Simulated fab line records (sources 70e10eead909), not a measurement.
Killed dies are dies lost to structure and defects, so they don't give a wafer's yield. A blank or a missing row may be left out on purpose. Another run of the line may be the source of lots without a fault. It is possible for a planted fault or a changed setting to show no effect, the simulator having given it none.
fab line records	flow nandHarc
record: lots: 24	wafers: 72	lastDay: 33
route steps=1302 shown P_ZERO_WELL@67 P_GATE@145 P_CONTACT@219
lots untouched by any fault: they come from a run of this same line in which no faults occurred
startH: hours from the record's opening day to when the first of the lot's shown wafers began	waitH: hours since the lot's step before	" as in the row above	L1.1+2: one row covering several wafers at once	- no value, or no start was given	* or withheld: withheld	< > ~ a bound
route shown NAME@n: NAME is a module with steps in the file, n the number in the route of the first one	usual: mean and standard deviation over wafers with no fault	same: alike in all rows	chamber/n: place in a boat	sites: each site's reading	_std_site: the values' standard deviation	_edge_site: inner sites' mean taken away from outer sites' mean	radiusMm: how far each site lies from the wafer's centre	mask NAME#n: copy n	behind: the most recent tool/chamber to have shaped the wafer	hold: reason for holding the lot/hours on hold/outcome of the hold	device: names the non-switching transistor (n, p or np)	end of line: tests run on the same wafers once the route is complete	a step without rows: its recipe alone	killed: not the wafer's yield, but the dies lost to structure and defects at the first sort	map: shows each die of a wafer: x if killed, . if not, _ if none is there
set.NAME: the setting the step ran with; set.NAME@STEP: the setting that earlier step ran with	model.NAME: the simulator's own value behind a step, which no gauge read
one table for each step of the route and one row for each wafer, over a sample of lots
services: from which hour (startH, from the record's first day; less than 0 if before it) a tool's chamber was out of use, for how many hours, and why
== steps ==
step: NHARC_P_ZERO_WELL_RTA_42
recipe: tempC: 1100	timeS: 300
usual: lampPowerPct: 38/3.8	wafer_temp_C_max: 1105.4/1.1
lot.wafer	tool	chamber	startH	waitH	lampPowerPct	wafer_temp_C_max
L074.1	rtpAnneal-01	0	29.37	-	42	1105.4
L074.3	"	0	"	"	42	1104.8
L074.5	"	0	"	"	42	1106.7
L075.1	rtpAnneal-01	0	37.07	-	42	1105.3
L075.4	"	0	"	"	42	1104.2
L075.5	"	0	"	"	42	1106.7
L076.2	rtpAnneal-02	0	47.04	-	35	1103.3
L076.4	"	0	"	"	35	1103.6
L076.6	"	0	"	"	35	1103.8
L077.4	rtpAnneal-02	0	57.47	-	35	1106.0
L077.5	"	0	"	"	35	1103.3
L077.6	"	0	"	"	35	1106.1
L078.1	rtpAnneal-02	0	66.99	-	35	1105.1
L078.3	"	0	"	"	35	1104.4
L078.6	"	0	"	"	35	1104.0
L079.3	rtpAnneal-01	0	77.09	-	42	1104.7
L079.5	"	0	"	"	42	1106.5
L079.6	"	0	"	"	42	1107.5
L080.1	rtpAnneal-01	0	87.36	-	42	1105.3
L080.2	"	0	"	"	42	1104.0
L080.3	"	0	"	"	42	1105.0
L081.2	rtpAnneal-02	0	97.26	-	35	1105.3
L081.4	"	0	"	"	35	1105.4
L081.5	"	0	"	"	35	1104.9
L082.2	rtpAnneal-02	0	107.08	-	35	1104.4
L082.5	"	0	"	"	35	1106.1
L082.6	"	0	"	"	35	1104.3
L083.1	rtpAnneal-02	0	117.04	-	34	1106.6
L083.2	"	0	"	"	35	1106.1
L083.5	"	0	"	"	34	1106.3
L084.3	rtpAnneal-01	0	127.18	-	42	1106.5
L084.4	"	0	"	"	42	1105.6
L084.5	"	0	"	"	42	1106.8
L085.1	rtpAnneal-02	0	137.03	-	35	1105.2
L085.2	"	0	"	"	35	1105.2
L085.3	"	0	"	"	35	1105.8
L086.1	rtpAnneal-01	0	149.05	-	42	1106.0
L086.3	"	0	"	"	42	1105.4
L086.4	"	0	"	"	42	1104.2
L087.2	rtpAnneal-02	0	156.88	-	35	1105.2
L087.3	"	0	"	"	35	1105.1
L087.5	"	0	"	"	35	1105.7
L088.1	rtpAnneal-02	0	166.97	-	35	1103.5
L088.4	"	0	"	"	35	1104.4
L088.5	"	0	"	"	35	1104.7
L089.2	rtpAnneal-01	0	176.90	-	42	1105.9
L089.4	"	0	"	"	42	1104.7
L089.5	"	0	"	"	42	1106.9
L090.4	rtpAnneal-02	0	188.55	-	35	1104.2
L090.5	"	0	"	"	35	1104.9
L090.6	"	0	"	"	35	1105.1
L091.2	rtpAnneal-01	0	196.89	-	42	1106.6
L091.4	"	0	"	"	42	1107.4
L091.5	"	0	"	"	42	1106.8
L092.1	rtpAnneal-02	0	207.40	-	35	1104.5
L092.2	"	0	"	"	35	1103.8
L092.3	"	0	"	"	35	1108.1
L093.3	rtpAnneal-01	0	217.37	-	42	1104.8
L093.4	"	0	"	"	42	1104.1
L093.6	"	0	"	"	42	1104.8
L094.2	rtpAnneal-02	0	227.16	-	35	1105.1
L094.5	"	0	"	"	35	1104.1
L094.6	"	0	"	"	35	1106.0
L095.2	rtpAnneal-01	0	236.91	-	42	1104.9
L095.4	"	0	"	"	42	1105.6
L095.5	"	0	"	"	42	1105.8
L096.1	rtpAnneal-01	0	246.88	-	42	1105.7
L096.3	"	0	"	"	42	1106.3
L096.4	"	0	"	"	42	1104.2
L097.2	rtpAnneal-02	0	256.99	-	35	1107.8
L097.4	"	0	"	"	35	1106.5
L097.6	"	0	"	"	35	1104.9
step: NHARC_P_GATE_ETCH_104
recipe: targetDepthA: 600	timeS: withheld	cf4FlowSccm: 100	chf3FlowSccm: 30	arFlowSccm: 0	rfW: 500	biasW: 200	chemistry: CF4/CHF3
usual: chamberPressureMTorr: 24.999/0.02	drypumpMotorCurrentA: 5.6/0.41	oesProductAu: 0.952/0.022	rfVppV: 370.8/2.2	showerheadPlenumPTorr: 1.58/0.066	throttleValvePct: 16.802/0.0084
lot.wafer	tool	chamber	startH	waitH	chamberPressureMTorr	drypumpMotorCurrentA	oesProductAu	rfVppV	showerheadPlenumPTorr	throttleValvePct
L074.1	rieDiel-02	0	97.72	0.5	25.003	5.8	0.926	370.6	1.57	16.805
L074.3	"	2	"	"	25.035	5.4	0.929	369.7	1.59	16.801
L074.5	"	0	"	"	25.019	5.8	0.931	370.7	1.57	16.807
L075.1	rieDiel-10	3	104.01	0.1	25.011	5.7	0.927	368.1	1.49	16.800
L075.4	"	0	"	"	25.003	5.9	0.923	368.1	1.48	16.808
L075.5	"	2	"	"	24.993	4.8	0.913	374.3	1.67	16.797
L076.2	rieDiel-02	1	114.69	0.1	24.983	5.0	0.928	368.1	1.52	16.795
L076.4	"	2	"	"	24.993	5.3	0.926	371.7	1.59	16.808
L076.6	"	2	"	"	24.967	5.4	0.917	371.3	1.59	16.787
L077.4	rieDiel-10	2	125.59	0.1	24.998	4.7	0.948	373.2	1.67	16.802
L077.5	"	3	"	"	25.001	5.7	0.950	368.9	1.49	16.806
L077.6	"	0	"	"	24.984	5.8	0.945	366.1	1.48	16.809
L078.1	rieDiel-02	0	137.23	0.1	25.007	5.8	0.952	370.0	1.57	16.800
L078.3	"	3	"	"	25.006	6.0	0.941	369.6	1.61	16.797
L078.6	"	0	"	"	24.987	5.8	0.963	371.1	1.57	16.808
L079.3	rieDiel-02	0	144.03	0.1	24.977	5.8	0.961	371.4	1.57	16.820
L079.5	"	0	"	"	24.999	5.8	0.959	370.4	1.57	16.811
L079.6	"	2	"	"	25.030	5.4	0.959	370.6	1.59	16.801
L080.3	rieDiel-07	2	156.23	0.1	25.008	5.5	0.948	373.9	1.68	16.814
L080.1	"	3	"	"	25.011	6.2	0.952	368.5	1.51	16.809
L080.2	"	1	"	"	24.975	5.9	0.952	374.6	1.69	16.803
L081.4	rieDiel-02	0	172.47	0.1	24.999	5.8	0.935	369.7	1.57	16.800
L081.2	"	2	"	"	24.998	5.4	0.922	371.4	1.59	16.785
L081.5	"	0	"	"	25.009	5.8	0.936	369.4	1.57	16.804
L082.2	rieDiel-02	2	177.91	0.1	24.985	5.4	0.963	371.2	1.59	16.806
L082.6	"	0	"	"	25.009	5.8	0.989	369.8	1.57	16.796
L082.5	"	1	"	"	25.000	5.0	0.962	368.9	1.52	16.797
L083.1	rieDiel-02	3	201.00	0.1	25.033	6.0	0.916	371.2	1.61	16.796
L083.2	"	1	"	"	24.995	5.0	0.918	368.8	1.52	16.802
L083.5	"	3	"	"	24.985	6.0	0.914	371.7	1.61	16.802
L084.3	rieDiel-02	1	207.08	0.1	25.010	5.0	0.973	369.3	1.52	16.805
L084.4	"	2	"	"	24.988	5.4	0.962	370.7	1.59	16.805
L084.5	"	1	"	"	25.025	5.0	0.964	369.2	1.52	16.789
L085.1	rieDiel-10	0	207.24	0.1	25.016	5.8	0.967	367.7	1.47	16.822
L085.2	"	1	"	"	24.979	5.8	0.978	370.6	1.61	16.805
L085.3	"	3	"	"	24.994	5.7	0.962	366.9	1.49	16.793
L086.3	rieDiel-02	2	215.10	0.1	24.994	5.4	0.977	370.8	1.59	16.803
L086.1	"	3	"	"	25.006	6.0	0.956	371.4	1.61	16.814
L086.4	"	0	"	"	24.987	5.8	0.970	370.6	1.57	16.798
L088.4	rieDiel-02	3	240.00	0.1	24.998	6.0	0.964	372.7	1.61	16.793
L088.1	"	0	"	"	24.990	5.8	0.985	371.3	1.56	16.803
L088.5	"	2	"	"	25.034	5.4	0.971	371.5	1.59	16.815
L087.2	rieDiel-07	3	240.29	0.1	25.009	6.2	0.952	369.5	1.51	16.794
L087.3	"	0	"	"	25.006	6.0	0.947	370.8	1.59	16.809
L087.5	"	2	"	"	25.018	5.5	0.981	374.4	1.68	16.790
L089.2	rieDiel-02	0	244.32	0.1	25.032	5.8	0.986	369.8	1.56	16.810
L089.4	"	2	"	"	24.997	5.4	0.962	369.7	1.59	16.808
L089.5	"	1	"	"	24.970	5.0	0.978	368.5	1.52	16.793
L090.4	rieDiel-07	0	260.80	0.1	24.953	6.0	0.961	372.2	1.59	16.808
L090.5	"	2	"	"	25.021	5.4	0.979	373.9	1.68	16.817
L090.6	"	3	"	"	24.934	6.2	0.986	369.3	1.51	16.813
L091.2	rieDiel-10	3	261.92	0.1	25.003	5.7	0.968	368.3	1.49	16.790
L091.4	"	0	"	"	25.043	5.8	0.957	365.7	1.47	16.815
L091.5	"	3	"	"	25.010	5.7	0.967	368.1	1.49	16.799
L092.2	rieDiel-07	2	274.59	0.1	24.985	5.5	0.951	375.1	1.68	16.805
L092.3	"	3	"	"	24.987	6.2	0.950	369.1	1.51	16.801
L092.1	"	0	"	"	25.020	6.0	0.953	372.0	1.59	16.806
L093.4	rieDiel-07	2	285.17	0.1	25.032	5.5	0.937	373.5	1.68	16.798
L093.3	"	3	"	"	25.041	6.2	0.925	368.6	1.51	16.794
L093.6	"	2	"	"	25.013	5.5	0.929	373.3	1.68	16.792
L094.2	rieDiel-10	3	299.33	0.1	24.989	5.7	0.939	367.7	1.49	16.797
L094.5	"	1	"	"	24.988	5.8	0.931	371.7	1.61	16.801
L094.6	"	2	"	"	25.015	4.7	0.909	372.3	1.67	16.798
L095.4	rieDiel-07	3	310.70	0.1	24.997	6.2	0.991	367.9	1.51	16.794
L095.2	"	0	"	"	25.018	6.0	0.957	370.3	1.59	16.797
L095.5	"	2	"	"	25.011	5.5	0.967	375.0	1.68	16.812
L096.1	rieDiel-07	2	316.66	0.1	24.983	5.5	0.975	373.0	1.68	16.803
L096.3	"	3	"	"	24.988	6.1	0.966	368.9	1.51	16.807
L096.4	"	0	"	"	25.007	6.0	0.964	370.6	1.59	16.816
L097.2	rieDiel-10	0	323.71	0.1	24.955	5.8	0.956	365.8	1.47	16.813
L097.6	"	2	"	"	24.991	4.7	0.945	373.6	1.66	16.803
L097.4	"	3	"	"	25.000	5.7	0.956	367.2	1.49	16.795
step: NHARC_P_GATE_STRIP_101
recipe: timeS: 20	o2FlowSccm: 500	arFlowSccm: 0	biasW: 0	chemistry: O2
usual: chamberPressureMTorr: 60.00/0.053	drypumpMotorCurrentA: 5.7/0.43	oesProductAu: 1.000/0.0088	rfVppV: 57.8/1	showerheadPlenumPTorr: 3.55/0.15	throttleValvePct: 17.034/0.0087
lot.wafer	tool	chamber	startH	waitH	chamberPressureMTorr	drypumpMotorCurrentA	oesProductAu	rfHoursCounterH	rfVppV	showerheadPlenumPTorr	throttleValvePct
L074.3	rieDiel-07	1	108.46	0.1	60.08	6.0	0.981	7	60.0	3.79	17.018
L074.1	"	3	"	"	59.99	6.2	0.997	6	57.6	3.39	17.047
L074.5	"	1	"	"	60.11	6.0	0.981	-	56.6	3.79	17.030
L075.1	rieDiel-10	1	114.78	0.1	59.97	5.8	1.017	2	58.3	3.61	17.040
L075.4	"	3	"	"	59.98	5.7	1.008	1	56.2	3.34	17.033
L075.5	"	1	"	"	59.96	5.8	0.998	-	57.8	3.61	17.026
L076.4	rieDiel-02	1	127.62	0.1	60.01	5.0	0.997	7	58.7	3.41	17.025
L076.2	"	2	"	"	59.98	5.4	1.001	7	58.3	3.56	17.037
L076.6	"	1	"	"	60.02	5.0	0.993	-	57.0	3.41	17.028
L077.4	rieDiel-10	2	136.29	0.1	59.99	4.8	0.994	4	56.9	3.74	17.023
L077.6	"	2	"	"	60.05	4.8	0.984	-	57.9	3.74	17.039
L077.5	"	3	"	"	59.90	5.7	1.007	-	57.0	3.34	17.026
L078.3	rieDiel-07	0	148.02	0.1	60.02	6.0	0.992	2	58.0	3.57	17.033
L078.1	"	2	"	"	60.01	5.5	1.004	2	57.6	3.76	17.038
L078.6	"	0	"	"	59.99	6.0	0.992	-	58.3	3.57	17.024
L079.3	rieDiel-07	1	154.98	0.1	59.98	5.9	1.000	2	57.3	3.79	17.041
L079.5	"	1	"	"	60.10	6.0	0.998	-	58.6	3.78	17.015
L079.6	"	2	"	"	60.13	5.5	1.000	-	59.4	3.76	17.026
L080.2	rieDiel-02	1	167.08	0.1	59.98	5.0	1.001	8	56.4	3.41	17.032
L080.1	"	2	"	"	60.01	5.4	0.996	8	55.5	3.56	17.046
L080.3	"	0	"	"	60.00	5.8	1.009	9	57.4	3.51	17.046
L081.4	rieDiel-02	3	183.28	0.1	59.89	6.0	0.993	10	57.5	3.60	17.035
L081.2	"	2	"	"	60.01	5.4	1.007	9	57.8	3.56	17.036
L081.5	"	3	"	"	60.00	6.0	0.984	-	59.1	3.60	17.025
L082.2	rieDiel-02	3	188.67	0.1	59.93	6.0	1.008	10	57.8	3.60	17.023
L082.6	"	3	"	"	60.03	6.0	0.993	-	58.4	3.60	17.048
L082.5	"	0	"	"	60.02	5.8	1.009	-	57.6	3.51	17.041
L083.1	rieDiel-10	1	211.73	0.1	59.98	5.8	1.009	10	56.9	3.60	17.053
L083.2	"	3	"	"	59.93	5.7	1.002	8	57.4	3.34	17.026
L083.5	"	2	"	"	59.98	4.8	1.001	-	59.3	3.73	17.019
L085.3	rieDiel-10	3	218.02	0.1	59.98	5.7	1.006	8	56.8	3.34	17.030
L085.2	"	1	"	"	59.97	5.8	1.014	11	57.8	3.60	17.037
L085.1	"	2	"	"	59.96	4.8	0.996	9	58.1	3.73	17.033
L084.4	rieDiel-07	0	220.08	0.1	59.90	6.0	1.009	7	57.4	3.56	17.057
L084.3	"	1	"	"	60.04	6.0	1.002	6	57.4	3.78	17.047
L084.5	"	1	"	"	60.00	5.9	1.007	-	57.7	3.78	17.038
L086.3	rieDiel-10	1	225.84	0.1	60.06	5.8	1.015	11	58.1	3.60	17.030
L086.4	"	2	"	"	60.01	4.8	0.997	10	57.2	3.73	17.026
L086.1	"	0	"	"	59.96	5.9	0.995	10	56.7	3.31	17.046
L088.4	rieDiel-07	0	250.86	0.1	59.88	6.1	0.995	9	58.9	3.56	17.042
L088.1	"	2	"	"	60.03	5.5	1.010	6	58.9	3.76	17.021
L088.5	"	0	"	"	60.08	6.1	0.987	-	56.5	3.56	17.026
L087.3	rieDiel-02	0	251.12	0.1	60.00	5.8	1.010	1	58.2	3.51	17.033
L087.2	"	1	"	"	60.05	5.0	0.997	1	56.8	3.41	17.041
L087.5	"	2	"	"	59.95	5.4	1.001	-	58.4	3.56	17.031
L089.2	rieDiel-07	0	255.20	0.1	59.93	6.0	0.990	9	59.5	3.56	17.026
L089.4	"	1	"	"	60.00	6.0	0.997	8	59.7	3.78	17.023
L089.5	"	2	"	"	59.99	5.5	1.005	-	59.7	3.76	17.038
L090.4	rieDiel-07	0	271.58	0.1	60.05	6.1	0.986	10	58.6	3.56	17.030
L090.5	"	3	"	"	59.96	6.2	1.010	-	57.3	3.38	17.032
L090.6	"	0	"	"	59.87	6.1	0.994	-	57.5	3.56	17.052
L091.4	rieDiel-10	3	272.64	0.1	59.99	5.7	1.002	1	55.9	3.34	17.036
L091.2	"	1	"	"	60.04	5.9	1.002	2	56.5	3.60	17.043
L091.5	"	2	"	"	60.00	4.8	0.993	-	58.7	3.73	17.039
L092.2	rieDiel-10	3	285.42	0.1	60.01	5.7	0.997	1	58.4	3.34	17.030
L092.1	"	0	"	"	60.03	5.9	0.996	2	55.6	3.31	17.029
L092.3	"	2	"	"	60.01	4.8	0.979	1	57.0	3.73	17.046
L093.3	rieDiel-02	2	296.04	0.1	60.04	5.4	0.994	3	58.1	3.56	17.037
L093.4	"	1	"	"	59.94	5.0	1.006	-	56.4	3.41	17.040
L093.6	"	2	"	"	60.05	5.4	1.017	-	58.5	3.56	17.040
L094.2	rieDiel-07	0	310.03	0.1	59.94	6.0	1.000	0	59.1	3.56	17.018
L094.6	"	3	"	"	59.95	6.2	1.010	-	58.5	3.38	17.043
L094.5	"	0	"	"	59.99	6.1	0.997	-	58.0	3.56	17.028
L095.2	rieDiel-02	0	321.56	0.1	60.00	5.8	0.996	4	58.1	3.51	17.024
L095.4	"	2	"	"	59.92	5.4	1.014	5	57.2	3.56	17.033
L095.5	"	3	"	"	60.03	6.0	1.005	-	57.2	3.60	17.028
L096.1	rieDiel-02	0	327.32	0.1	60.05	5.8	0.992	4	56.9	3.51	17.020
L096.3	"	1	"	"	60.02	5.0	1.002	5	58.8	3.41	17.027
L096.4	"	3	"	"	59.99	6.0	0.991	4	59.4	3.60	17.038
L097.4	rieDiel-02	0	334.58	0.1	60.01	5.8	1.005	4	58.1	3.51	17.032
L097.2	"	2	"	"	60.08	5.4	1.007	5	58.1	3.56	17.042
L097.6	"	1	"	"	59.98	5.0	0.999	-	57.4	3.41	17.036
step: NHARC_P_GATE_CD_MEAS_46
recipe: targetCdNm: 720	landingEnergyEv: 500
usual: cdNm: 719.6/1.8
lot.wafer	tool	chamber	startH	waitH	cdNm
L074.1	cdSem-01	0	109.38	-	719.9
L074.3	"	0	"	"	719.7
L074.5	"	0	"	"	718.5
L075.1	cdSem-03	0	115.70	-	722.2
L075.4	"	0	"	"	719.9
L075.5	"	0	"	"	722.6
L076.2	cdSem-03	0	128.57	-	720.0
L076.4	"	0	"	"	719.5
L076.6	"	0	"	"	715.2
L077.4	cdSem-03	0	137.10	-	718.3
L077.5	"	0	"	"	720.0
L077.6	"	0	"	"	720.0
L078.1	cdSem-02	0	148.94	-	718.5
L078.3	"	0	"	"	719.6
L078.6	"	0	"	"	717.6
L079.3	cdSem-03	0	155.78	-	718.7
L079.5	"	0	"	"	715.9
L079.6	"	0	"	"	719.5
L080.1	cdSem-03	0	167.88	-	719.3
L080.2	"	0	"	"	721.5
L080.3	"	0	"	"	719.7
L081.2	cdSem-01	0	184.08	-	719.5
L081.4	"	0	"	"	717.4
L081.5	"	0	"	"	719.8
L082.2	cdSem-02	0	189.47	-	720.4
L082.5	"	0	"	"	719.4
L082.6	"	0	"	"	721.2
L083.1	cdSem-02	0	212.73	-	716.0
L083.2	"	0	"	"	718.5
L083.5	"	0	"	"	718.3
L085.1	cdSem-02	0	218.95	-	720.2
L085.2	"	0	"	"	721.8
L085.3	"	0	"	"	722.7
L084.3	cdSem-02	0	220.96	-	724.3
L084.4	"	0	"	"	721.2
L084.5	"	0	"	"	719.7
L086.1	cdSem-01	0	226.76	-	720.2
L086.3	"	0	"	"	720.4
L086.4	"	0	"	"	719.3
L088.1	cdSem-02	0	251.78	-	717.7
L088.4	"	0	"	"	719.6
L088.5	"	0	"	"	719.7
L087.2	cdSem-03	0	252.05	-	719.8
L087.3	"	0	"	"	721.4
L087.5	"	0	"	"	722.1
L089.2	cdSem-03	0	256.12	-	720.6
L089.4	"	0	"	"	719.7
L089.5	"	0	"	"	719.1
L090.4	cdSem-02	0	272.58	-	714.8
L090.5	"	0	"	"	717.1
L090.6	"	0	"	"	719.6
L091.2	cdSem-02	0	273.64	-	718.6
L091.4	"	0	"	"	714.9
L091.5	"	0	"	"	717.8
L092.1	cdSem-01	0	286.36	-	718.8
L092.2	"	0	"	"	719.8
L092.3	"	0	"	"	717.2
L093.3	cdSem-03	0	296.97	-	720.7
L093.4	"	0	"	"	721.1
L093.6	"	0	"	"	720.7
L094.2	cdSem-03	0	310.96	-	719.0
L094.5	"	0	"	"	720.5
L094.6	"	0	"	"	718.6
L095.2	cdSem-02	0	322.37	-	719.6
L095.4	"	0	"	"	721.4
L095.5	"	0	"	"	719.6
L096.1	cdSem-02	0	328.24	-	722.8
L096.3	"	0	"	"	717.8
L096.4	"	0	"	"	718.3
L097.2	cdSem-03	0	335.38	-	719.3
L097.4	"	0	"	"	720.2
L097.6	"	0	"	"	720.5
step: NHARC_P_GATE_STRIP_76
recipe: powerW: 1500	tempC: 250	chemistry: O2
usual: drypumpMotorCurrentA: 5.6/0.3	heaterPowerW: 348/38	tempC: 250.03/0.17
lot.wafer	tool	chamber	startH	waitH	drypumpMotorCurrentA	heaterPowerW	rfHoursCounterH	tempC
L074.1	plasmaAsher-02	1	111.93	0.2	6.1	342	5	250.01
L074.3	"	1	"	"	6.1	340	-	250.06
L074.5	"	1	"	"	6.1	351	-	249.85
L075.1	plasmaAsher-02	1	118.31	0.2	6.1	356	7	249.84
L075.4	"	1	"	"	6.1	344	-	249.97
L075.5	"	0	"	"	5.4	411	-	250.01
L076.2	plasmaAsher-02	1	131.13	0.2	6.2	347	8	249.72
L076.4	"	0	"	"	5.3	422	-	249.97
L076.6	"	0	"	"	5.3	414	-	249.79
L077.4	plasmaAsher-01	1	139.68	0.2	5.7	323	-	250.18
L077.6	"	1	"	"	5.7	313	-	249.94
L077.5	"	0	"	"	5.4	332	-	250.21
L078.1	plasmaAsher-01	1	151.37	0.2	5.7	323	32	249.95
L078.3	"	1	"	"	5.7	323	-	250.02
L078.6	"	1	"	"	5.6	317	-	249.98
L079.3	plasmaAsher-01	1	158.55	0.2	5.7	314	-	249.91
L079.6	"	1	"	"	5.7	314	-	249.73
L079.5	"	0	"	"	5.4	329	-	249.65
L080.1	plasmaAsher-02	1	170.37	0.2	6.1	347	18	250.17
L080.2	"	0	"	"	5.4	416	18	250.26
L080.3	"	0	"	"	5.3	426	-	249.89
L081.2	plasmaAsher-01	1	186.79	0.2	5.7	336	2	250.04
L081.4	"	0	"	"	5.3	321	-	250.11
L081.5	"	0	"	"	5.4	316	-	250.15
L082.2	plasmaAsher-01	1	192.02	0.2	5.7	327	3	250.14
L082.5	"	0	"	"	5.4	310	-	250.24
L082.6	"	1	"	"	5.7	331	-	250.19
L083.1	plasmaAsher-02	1	215.19	0.2	6.1	343	27	249.93
L083.2	"	0	"	"	5.3	414	27	250.15
L083.5	"	0	"	"	5.3	422	-	250.29
L085.1	plasmaAsher-01	0	221.51	0.2	5.4	310	8	249.65
L085.2	"	1	"	"	5.7	323	8	250.24
L085.3	"	0	"	"	5.4	316	-	249.76
L084.3	plasmaAsher-02	0	223.52	0.2	5.3	420	-	249.81
L084.4	"	1	"	"	6.1	348	-	250.14
L084.5	"	0	"	"	5.4	423	-	249.81
L086.1	plasmaAsher-01	0	229.24	0.2	5.4	308	10	250.24
L086.4	"	1	"	"	5.7	324	-	249.65
L086.3	"	0	"	"	5.4	327	-	250.02
L088.1	plasmaAsher-01	1	254.32	0.2	5.7	324	15	249.92
L088.4	"	0	"	"	5.4	315	-	249.98
L088.5	"	0	"	"	5.4	309	-	249.96
L087.2	plasmaAsher-01	1	254.70	0.2	5.7	328	15	250.11
L087.3	"	0	"	"	5.4	317	-	250.12
L087.5	"	1	"	"	5.7	319	-	250.17
L089.2	plasmaAsher-01	1	259.50	0.2	5.7	327	18	249.96
L089.4	"	1	"	"	5.7	328	-	250.18
L089.5	"	0	"	"	5.4	315	-	250.13
L090.4	plasmaAsher-01	0	275.46	0.2	5.4	308	-	249.93
L090.5	"	0	"	"	5.3	318	-	250.02
L090.6	"	1	"	"	5.7	329	-	250.07
L091.2	plasmaAsher-02	0	276.27	0.2	5.3	411	2	250.06
L091.4	"	0	"	"	5.4	414	-	249.77
L091.5	"	1	"	"	6.1	349	-	250.09
L092.2	plasmaAsher-02	0	289.03	0.2	5.4	415	5	249.75
L092.1	"	1	"	"	6.2	351	5	249.89
L092.3	"	0	"	"	5.3	418	-	249.95
L093.3	plasmaAsher-01	1	299.56	0.2	5.7	336	-	249.87
L093.4	"	0	"	"	5.4	318	-	249.99
L093.6	"	1	"	"	5.7	322	-	250.34
L094.2	plasmaAsher-02	0	313.52	0.2	5.3	405	9	250.31
L094.5	"	1	"	"	6.1	347	-	249.93
L094.6	"	0	"	"	5.3	410	-	250.19
L095.2	plasmaAsher-01	0	324.81	0.2	5.4	319	32	250.22
L095.4	"	1	"	"	5.7	331	-	250.07
L095.5	"	0	"	"	5.4	315	-	250.10
L096.1	plasmaAsher-01	1	330.66	0.2	5.7	331	33	249.82
L096.3	"	1	"	"	5.7	337	-	250.31
L096.4	"	0	"	"	5.4	319	-	250.14
L097.2	plasmaAsher-02	1	337.93	0.2	6.1	357	15	250.23
L097.4	"	0	"	"	5.4	412	-	250.26
L097.6	"	1	"	"	6.1	354	-	250.13
step: NHARC_P_CONTACT_CMP_01
recipe: targetThkNm: 200	material: SiO2
usual: motorCurrentA: 12.2/1.1
lot.wafer	tool	chamber	startH	waitH	motorCurrentA
L074.3	cmp-04	1	116.56	-	13.4
L074.1	"	2	"	"	11.4
L074.5	"	1	"	"	13.4
L075.4	cmp-03	2	123.09	-	11.8
L075.1	"	3	"	"	12.0
L075.5	"	2	"	"	11.2
L076.4	cmp-03	0	135.89	-	11.4
L076.2	"	2	"	"	11.2
L076.6	"	0	"	"	11.5
L077.4	cmp-04	0	144.47	-	11.9
L077.5	"	3	"	"	11.8
L077.6	"	0	"	"	12.4
L078.3	cmp-04	0	156.17	-	12.8
L078.1	"	1	"	"	13.4
L078.6	"	1	"	"	13.6
L079.3	cmp-04	2	163.43	-	11.3
L079.6	"	3	"	"	11.7
L079.5	"	0	"	"	12.2
L080.2	cmp-04	0	175.25	-	11.7
L080.3	"	1	"	"	14.1
L080.1	"	2	"	"	11.8
L081.2	cmp-04	1	191.59	-	14.0
L081.4	"	2	"	"	11.3
L081.5	"	1	"	"	13.8
L082.2	cmp-04	0	196.84	-	12.4
L082.6	"	2	"	"	11.1
L082.5	"	3	"	"	11.8
L083.1	cmp-03	0	219.93	-	11.8
L083.2	"	1	"	"	12.6
L083.5	"	3	"	"	12.3
L085.3	cmp-03	2	226.36	-	11.5
L085.2	"	0	"	"	11.9
L085.1	"	1	"	"	12.6
L084.4	cmp-03	2	228.32	-	11.1
L084.3	"	3	"	"	12.4
L084.5	"	3	"	"	12.3
L086.1	cmp-04	3	234.12	-	11.0
L086.3	"	0	"	"	12.4
L086.4	"	1	"	"	13.7
L088.1	cmp-02	3	259.15	-	10.2
L088.4	"	2	"	"	16.5
L088.5	"	0	"	"	15.7
L087.2	cmp-03	3	259.90	-	11.7
L087.3	"	1	"	"	12.8
L087.5	"	3	"	"	12.1
L089.4	cmp-02	0	264.15	-	16.0
L089.2	"	1	"	"	14.4
L089.5	"	3	"	"	10.4
L090.4	cmp-04	2	280.11	-	12.2
L090.5	"	1	"	"	14.2
L090.6	"	2	"	"	12.1
L091.4	cmp-03	0	281.46	-	11.0
L091.2	"	1	"	"	12.0
L091.5	"	2	"	"	12.0
L092.2	cmp-03	2	293.84	-	11.5
L092.1	"	3	"	"	12.0
L092.3	"	0	"	"	11.4
L093.4	cmp-04	3	304.16	-	11.8
L093.3	"	2	"	"	11.3
L093.6	"	3	"	"	11.7
L094.2	cmp-03	0	318.21	-	11.2
L094.5	"	1	"	"	12.2
L094.6	"	2	"	"	12.2
L095.2	cmp-03	2	329.63	-	11.2
L095.4	"	0	"	"	11.5
L095.5	"	1	"	"	12.3
L096.3	cmp-03	0	335.50	-	11.9
L096.1	"	1	"	"	13.2
L096.4	"	2	"	"	11.1
L097.4	cmp-03	3	343.16	0.4	12.5
L097.2	"	2	"	"	10.7
L097.6	"	0	"	"	11.4
== services ==
tool	chamber	startH	hours	kind
rieDiel-07	3	6.65	2.0	repair
rtpAnneal-02	-	12.00	12.0	pm
rieDiel-02	3	37.12	6.3	repair
rieDiel-02	-	39.70	9.0	pm
cmp-03	-	56.52	1.6	repair
rieDiel-07	0	59.43	2.7	repair
rieDiel-10	-	65.50	9.0	pm
rieDiel-07	1	98.13	4.6	repair
plasmaAsher-01	-	98.68	0.5	repair
rieDiel-10	1	110.75	2.0	repair
rieDiel-07	-	117.20	9.0	pm
rieDiel-02	1	133.49	11.4	repair
plasmaAsher-01	-	165.00	9.0	pm
rieDiel-07	3	175.88	7.3	repair
rieDiel-07	1	177.03	2.2	repair
rieDiel-02	-	216.70	9.0	pm
rieDiel-10	-	242.50	9.0	pm
rieDiel-02	0	290.28	11.8	repair
rieDiel-07	-	294.20	9.0	pm
rieDiel-10	1	321.12	6.6	repair
plasmaAsher-01	-	322.51	0.5	repair
rieDiel-07	3	334.62	1.2	repair
plasmaAsher-01	-	338.23	1.5	repair
plasmaAsher-01	-	342.00	9.0	pm
== key ==
fault none
